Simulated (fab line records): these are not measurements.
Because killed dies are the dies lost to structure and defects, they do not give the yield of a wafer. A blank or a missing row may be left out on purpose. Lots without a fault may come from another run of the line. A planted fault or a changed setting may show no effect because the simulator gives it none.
Comparing a struck lot with a sound one :: flow n5_finfet :: 37 steps out of a route of 1938
Sound: wafers L706.1, L706.3, L706.5. Struck: wafer L716.6 (left out: L716.1, L716.5 of the same lot, which were not struck); the cause appears at the end.
Each step with rows lists, per side, the tool, then ch with its chambers, then its first start. Under that, the readings that differ: sound wafers :: struck wafers :: difference of the means :: sigmas: that difference in standard deviations of wafers without a fault.
alike: readings whose means differ by less than 2 such deviations, and words and numbers that are the same on both sides. not compared: withheld readings, readings that some wafer has no value for, bounds like >300 that may hide the same value, and numbers for which the record gives no deviation and whose values overlap.
The two part at a step that has a row with sigmas, a row that says differs or no value, or rows on one side only. When numbers do not overlap yet have no deviation, they are printed without sigmas and do not part them. A reading that every wafer of one side lacks parts them only if that side has two wafers or more.

first, 9 steps without rows for these wafers: N5_SDB_CMP_30 (polishes, stops on poly-Si, t overpolish 1.54 s, target thk 30 nm); N5_DUMMY_REMOVAL_HM_STRIP_01 (strips SiNx in CH3F/O2, stops on poly-Si, target depth 4 nm, time 6.8 s); N5_DUMMY_REMOVAL_STRIP_10 (strips in N2/H2, time 40 s); N5_DUMMY_REMOVAL_PRECLEAN_07 (cleans in dHF, time 30 s); N5_DUMMY_REMOVAL_DUMMY_REMOVE_02 (chemistry TMAH, target poly-Si, stops on SiO2, target depth 142 nm, time 57 s, rinse time 30 s); N5_DUMMY_REMOVAL_PRECLEAN_08 (cleans in NF3:NH3, afs cycles 2, time 20 s, sublimation time 60 s); N5_DUMMY_REMOVAL_PRECLEAN_04 (cleans in DHF, time 37 s); N5_DUMMY_REMOVAL_SRD_05 (time 30 s); N5_HKMG_FIN_IL_REGROW_00 (material SiO2, chemistry O3, target thk 0.75 nm, time 30 s).
N5_HKMG_FIN_HK_ALD_01: deposits HfO2, target thk 1.6 nm, pulse time 3 s, purge time 3 s.
  sound on ald_hk-01 ch 2,3, day 5 04:22; struck on ald_hk-01 ch 3, day 7 13:23
reading: ald_cycles
sound: 30 30 30
struck: 55
difference: +25
sigmas: 

reading: model.HfO2_of_HKMG_FIN_HK_ALD_01.thk_nm (nm)
sound: 1.6 1.6 1.6
struck: 3
difference: +1
sigmas: 
  alike: precursor_pulse_height_rel
then, 26 steps without rows for these wafers: N5_HKMG_FIN_HK_ANNEAL_02 (time 30 s); N5_HKMG_FIN_ALD_74 (deposits La2O3, target thk 0.5 nm, pulse time 6 s, co reactant pulse time 1 s); N5_HKMG_FIN_ALD_75 (deposits Al2O3, target thk 1 nm, co reactant pulse time 1 s); N5_HKMG_FIN_COAT_41 (time 60 s, resist thk 300 nm); N5_HKMG_FIN_COAT_42 (time 60 s, resist thk 35 nm); N5_HKMG_FIN_COAT_43 (resist thk 90 nm); N5_HKMG_FIN_EBR_45; N5_HKMG_FIN_SOFTBAKE_44 (time 60 s); N5_HKMG_FIN_EXPOSE_46 (exposes mask NDIPOLE); N5_HKMG_FIN_PEB_47 (peb time 60 s); N5_HKMG_FIN_DEVELOP_48 (develop time 30 s); N5_HKMG_FIN_DESCUM_53 (chemistry O2, time 7.9 s); N5_HKMG_FIN_ETCH_54 (etches SiARC in CF4, target depth 45.5 nm, time 75.8 s); N5_HKMG_FIN_ETCH_55 (etches SOC in N2/H2, target depth 240 nm, time 300 s); N5_HKMG_FIN_STRIP_56 (strips in N2/H2); N5_HKMG_FIN_STRIP_57 (strips in CF4); N5_HKMG_FIN_ETCH_58 (etches SOC in N2/H2, target depth 215.8 nm, time 741 s); N5_HKMG_FIN_STRIP_93 (strips SOC in N2/H2, time 20 s); N5_HKMG_FIN_WET_ETCH_76 (etches Al2O3 in dNH4OH, stops on La2O3, target depth 2.25 nm, rinse time 30 s); N5_HKMG_FIN_STRIP_60 (strips in N2/H2, time 360 s); N5_HKMG_FIN_WET_ETCH_77 (etches La2O3 in dHCl, stops on HfO2, target depth 2 nm); N5_HKMG_FIN_WET_ETCH_78 (etches Al2O3 in dNH4OH, stops on La2O3, target depth 4.5 nm, rinse time 30 s); N5_HKMG_FIN_ALD_79 (deposits TiN, target thk 1.5 nm, pulse time 1 s, purge time 3 s); N5_HKMG_FIN_CVD_62 (deposits a-Si from Si2H6, target thk 3 nm, time 20.8 s); N5_HKMG_FIN_RTA_80 (time 2 s); N5_HKMG_FIN_PRECLEAN_64 (cleans in dHF, time 30 s).
N5_HKMG_FIN_THK_MEAS_70: measures by xrf.
  sound on film_metro-02 at day 5 07:59; struck on film_metro-02 at day 7 17:17
reading: HK_THK (nm)
sound: 1.602 1.632 1.627
struck: 2.945
difference: +1.325
sigmas: +70

WHERE THEY PART
Only at N5_HKMG_FIN_THK_MEAS_70, as far as this record shows.

WHY: what the simulator had put in
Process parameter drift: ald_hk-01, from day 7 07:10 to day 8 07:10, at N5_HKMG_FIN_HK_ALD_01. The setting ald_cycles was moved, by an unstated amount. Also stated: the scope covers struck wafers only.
